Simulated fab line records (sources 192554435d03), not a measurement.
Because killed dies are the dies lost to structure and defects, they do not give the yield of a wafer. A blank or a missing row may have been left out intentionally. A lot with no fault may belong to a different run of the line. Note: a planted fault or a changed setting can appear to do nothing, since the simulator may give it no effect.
Matching of chambers	flow n5 finfet	N5_BEOL_M5_ILD_DEP_00 on pecvd-02 has 3 sister chambers
The step deposits SiCOH lowk from DEMS/porogen, target thk 140.64 nm, time 25.9 s. 3 wafers are shown with their chamber, then 8 later ones without.

WAFERS, EACH WITH ITS CHAMBER
wafer	chamber	heater power w (W)
L706.5	0	242
L709.4	1	213
L708.3	2	291

WAFERS WITHOUT THEIR CHAMBER
wafer	heater power w (W)
L708.4	256
L710.2	298
L710.5	300
L712.3	305
L712.6	304
L713.1	266
L713.3	295
L713.4	203

EACH ONE'S CHAMBER
wafer	from the rows above	in truth
L708.4	can't be placed: 0 or 2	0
L710.2	2	2
L710.5	2	2
L712.3	2	2
L712.6	2	2
L713.1	can't be placed: 0 or 2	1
L713.3	2	2
L713.4	1	1
6 of 8 placed correctly. Can't be placed from these rows: 2 (the true chamber is among the candidates in 1). 0 placed wrongly.
How it was worked out, from the rows above alone: a wafer's distance from a chamber is the root of the sum, over the readings, of the square of ((its reading less the chamber's mean) divided by the reading's scatter). If the next closest chamber is less than 2 further off than the closest, the wafer can't be placed; otherwise it belongs to the closest. A chamber's mean is the mean of its shown wafers. The scatter: with one shown wafer a chamber, the root of the mean of the squares of how far each hidden wafer lies from its nearest shown one.
